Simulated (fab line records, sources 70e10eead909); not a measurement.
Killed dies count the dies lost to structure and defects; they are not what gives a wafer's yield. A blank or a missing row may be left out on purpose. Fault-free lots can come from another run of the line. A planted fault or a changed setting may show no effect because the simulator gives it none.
A lot that was struck, set against a sound lot ; flow nand harc ; 14 steps out of a route of 1302
Sound: wafers L394.3, L394.4, L394.6. Struck: wafers L386.1, L386.2, L386.3. At the end, the cause is stated.
Each step with rows lists, per side, the tool, then ch with its chambers, then its first start. Under that, the readings that differ: sound wafers ; struck wafers ; difference of the means ; sigmas: that difference in standard deviations of wafers without a fault.
alike: readings with means less than 2 such deviations apart, plus words and numbers identical on both sides. not compared: withheld readings, readings lacking a value on some wafer, bounds such as >300 that could conceal the same value, and numbers that have no deviation in the record and whose values overlap.
Wherever a step has rows on one side only, a row that says differs or no value, or a row with sigmas, the two part there. Numbers that have no deviation but don't overlap get no sigmas and don't part them. Lack of a reading on every wafer of one side parts them only where that side has two or more wafers.

NHARC_A_WL_FILL_STRIP_27: strips in N2/H2, time 20 s.
  sound on plasma asher-01 ch 0,1, day 29 11:35; struck on plasma asher-01 ch 0,1, day 25 19:10
  alike: drypump motor current A, heater power w
  not compared: rf hours counter h
then, 4 steps without rows for these wafers: NHARC_A_WL_FILL_STRIP_28 (strips in post etch residue remover, time 1200 s); NHARC_A_WL_FILL_PRECLEAN_06 (cleans in DIW, time 300 s); NHARC_A_WL_FILL_SRD_07; NHARC_A_WL_FILL_ANNEAL_08 (time 1800 s).
NHARC_A_WL_FILL_ALD_10: deposits SiO2, target thk 50 nm, pulse time 10 s, ald cycles 500.
  sound on ald hk-01 ch 1,2,3, day 29 21:50; struck on ald hk-03 ch 0,1,2, day 26 00:03
  alike: heater power w, precursor pulse height rel
NHARC_A_WL_FILL_ETCHBACK_16: etches the open film in C4F8/O2/Ar, target depth 120 nm, time 24 s.
  sound on rie diel-08 ch 1,2; struck on rie diel-08 ch 0,1,3
reading;sound;struck;difference;sigmas
oes product au (a.u.);1.00 1.00 1.01;0.92 0.92 0.95;-0.07;-2
  alike: rf vpp V
  not compared: rf hours counter h
NHARC_A_WL_FILL_STRIP_29: strips in O2, time 20 s.
  sound on rie diel-08 ch 0,1,3, day 30 02:03; struck on rie diel-08 ch 0,1,3, day 26 04:46
  alike: drypump motor current A, oes product au, rf vpp V, showerhead plenum p Torr, throttle valve pct
  not compared: rf hours counter h
NHARC_A_WL_FILL_ETCHBACK_17: etches the open film in Cl2/BCl3, target depth 4 nm, time 26.7 s.
  sound on rie metal-01 ch 0,1, day 30 02:11; struck on rie metal-03 ch 0,1, day 26 04:52
  alike: drypump motor current A, oes product au
  not compared: rf hours counter h
then, 2 steps without rows for these wafers: NHARC_A_WL_FILL_PRECLEAN_18 (cleans in dHF, time 30 s); NHARC_A_WL_FILL_SRD_21.
NHARC_A_WL_FILL_CVD_23: deposits poly-Si, target thk 40 nm, time 800 s.
  sound on lpcvd poly-02 ch 0, day 30 04:49; struck on lpcvd poly-01 ch 0, day 27 13:30
reading;sound;struck;difference;sigmas
spike tc top C (C);634 637 636;646 645 644;+9;+3
zone power lower pct (%);8.67 8.66 8.92;8.43 8.26 8.27;-0.43;-2
  alike: spike tc centre C
then, 1 step without rows for these wafers: NHARC_A_WL_FILL_ETCHBACK_26 (etches the open film in HBr, target depth 52 nm, time 13.3 s).
-- the record jumps here: 3 days lie between the struck wafers' starts before and after (it left off in module A_WL_FILL and takes up again in module END, whose first step shown is number 1302 of the route) --
NHARC_END_SORT_01:
  only the struck wafers appear in the record here, on prober-02 ch 0 at day 30 19:32; the sound ones have no rows

WHERE THEY PART
Last at NHARC_END_SORT_01 as far as this record goes, first at NHARC_A_WL_FILL_ETCHBACK_16.

WHY: what the simulator had put in
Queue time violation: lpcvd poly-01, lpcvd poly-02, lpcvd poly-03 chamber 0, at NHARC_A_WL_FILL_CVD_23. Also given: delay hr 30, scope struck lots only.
